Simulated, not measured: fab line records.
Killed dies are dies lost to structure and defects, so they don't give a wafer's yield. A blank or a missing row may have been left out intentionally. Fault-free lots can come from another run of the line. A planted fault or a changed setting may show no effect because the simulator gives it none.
Chamber matching || flow nand-harc || NHARC_A_STAIRCASE_ETCH_236 on rie-diel-04 has 4 sister chambers
The step etches the open film in C4F8/O2, target depth 100 nm, time 40.5 s. 16 wafers are shown with their chamber, then 8 later ones without.

EACH WAFER AND ITS CHAMBER
{"wafer": "L272.2", "chamber": 0, "rf-vpp-V (V)": 888, "oes-product-au (a.u.)": 0.954, "bias-w (W)": 1006}
{"wafer": "L272.4", "chamber": 1, "rf-vpp-V (V)": 891, "oes-product-au (a.u.)": 0.947, "bias-w (W)": 1003}
{"wafer": "L272.6", "chamber": 0, "rf-vpp-V (V)": 888, "oes-product-au (a.u.)": 0.943, "bias-w (W)": 1000}
{"wafer": "L274.2", "chamber": 3, "rf-vpp-V (V)": 901, "oes-product-au (a.u.)": 0.944, "bias-w (W)": 997}
{"wafer": "L274.3", "chamber": 2, "rf-vpp-V (V)": 892, "oes-product-au (a.u.)": 0.937, "bias-w (W)": 994}
{"wafer": "L274.5", "chamber": 2, "rf-vpp-V (V)": 895, "oes-product-au (a.u.)": 0.942, "bias-w (W)": 995}
{"wafer": "L273.1", "chamber": 2, "rf-vpp-V (V)": 894, "oes-product-au (a.u.)": 0.941, "bias-w (W)": 1002}
{"wafer": "L273.3", "chamber": 1, "rf-vpp-V (V)": 892, "oes-product-au (a.u.)": 0.944, "bias-w (W)": 1000}
{"wafer": "L273.6", "chamber": 0, "rf-vpp-V (V)": 889, "oes-product-au (a.u.)": 0.952, "bias-w (W)": 1001}
{"wafer": "L275.1", "chamber": 2, "rf-vpp-V (V)": 893, "oes-product-au (a.u.)": 0.922, "bias-w (W)": 1002}
{"wafer": "L275.3", "chamber": 3, "rf-vpp-V (V)": 900, "oes-product-au (a.u.)": 0.942, "bias-w (W)": 996}
{"wafer": "L275.5", "chamber": 0, "rf-vpp-V (V)": 889, "oes-product-au (a.u.)": 0.953, "bias-w (W)": 996}
{"wafer": "L277.1", "chamber": 2, "rf-vpp-V (V)": 894, "oes-product-au (a.u.)": 0.918, "bias-w (W)": 997}
{"wafer": "L277.2", "chamber": 3, "rf-vpp-V (V)": 900, "oes-product-au (a.u.)": 0.925, "bias-w (W)": 994}
{"wafer": "L277.3", "chamber": 0, "rf-vpp-V (V)": 889, "oes-product-au (a.u.)": 0.948, "bias-w (W)": 1003}
{"wafer": "L286.1", "chamber": 2, "rf-vpp-V (V)": 891, "oes-product-au (a.u.)": 0.939, "bias-w (W)": 1001}

SIGNATURES, as means of the wafers listed above
{"reading": "rf-vpp-V", "chamber 0": 888.60, "chamber 1": 891.50, "chamber 2": 893.17, "chamber 3": 900.33, "scatter within a chamber": 1.05}
{"reading": "oes-product-au", "chamber 0": 0.95000, "chamber 1": 0.94550, "chamber 2": 0.93317, "chamber 3": 0.93700, "scatter within a chamber": 0.0084}
{"reading": "bias-w", "chamber 0": 1001.20, "chamber 1": 1001.50, "chamber 2": 998.50, "chamber 3": 995.67, "scatter within a chamber": 3.28}
Rule: for a wafer and a chamber, the distance is found by dividing, reading by reading, the gap between the wafer's reading and the chamber's mean by the reading's scatter, squaring, summing and taking the root. The wafer belongs to the nearest chamber; if the next one is less than 2 further off, it can't be placed. The scatter is the square root of a quotient: the sum, over the shown wafers, of each reading's squared deviation from its chamber's mean, divided by wafers minus chambers.

WAFERS WITH NO CHAMBER GIVEN
{"wafer": "L286.3", "rf-vpp-V (V)": 889, "oes-product-au (a.u.)": 0.950, "bias-w (W)": 1001}
{"wafer": "L286.6", "rf-vpp-V (V)": 891, "oes-product-au (a.u.)": 0.943, "bias-w (W)": 1002}
{"wafer": "L288.1", "rf-vpp-V (V)": 889, "oes-product-au (a.u.)": 0.948, "bias-w (W)": 997}
{"wafer": "L288.2", "rf-vpp-V (V)": 900, "oes-product-au (a.u.)": 0.938, "bias-w (W)": 998}
{"wafer": "L288.3", "rf-vpp-V (V)": 890, "oes-product-au (a.u.)": 0.938, "bias-w (W)": 1003}
{"wafer": "L289.4", "rf-vpp-V (V)": 900, "oes-product-au (a.u.)": 0.947, "bias-w (W)": 1002}
{"wafer": "L289.5", "rf-vpp-V (V)": 892, "oes-product-au (a.u.)": 0.961, "bias-w (W)": 997}
{"wafer": "L289.6", "rf-vpp-V (V)": 900, "oes-product-au (a.u.)": 0.945, "bias-w (W)": 1000}

EACH ONE'S CHAMBER
{"wafer": "L286.3", "from the rows above": 0, "in truth": 0}
{"wafer": "L286.6", "from the rows above": "can't be placed: 1 or 0", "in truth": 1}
{"wafer": "L288.1", "from the rows above": "can't be placed: 0 or 1", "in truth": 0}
{"wafer": "L288.2", "from the rows above": 3, "in truth": 3}
{"wafer": "L288.3", "from the rows above": "can't be placed: 1 or 0 or 2", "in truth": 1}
{"wafer": "L289.4", "from the rows above": 3, "in truth": 3}
{"wafer": "L289.5", "from the rows above": "can't be placed: 1 or 2 or 0", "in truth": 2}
{"wafer": "L289.6", "from the rows above": 3, "in truth": 3}
Correct placement for 4 of the 8. Cannot be placed on the basis of these rows: 4; the candidates contain the true chamber in 4. Number placed wrongly: 0.
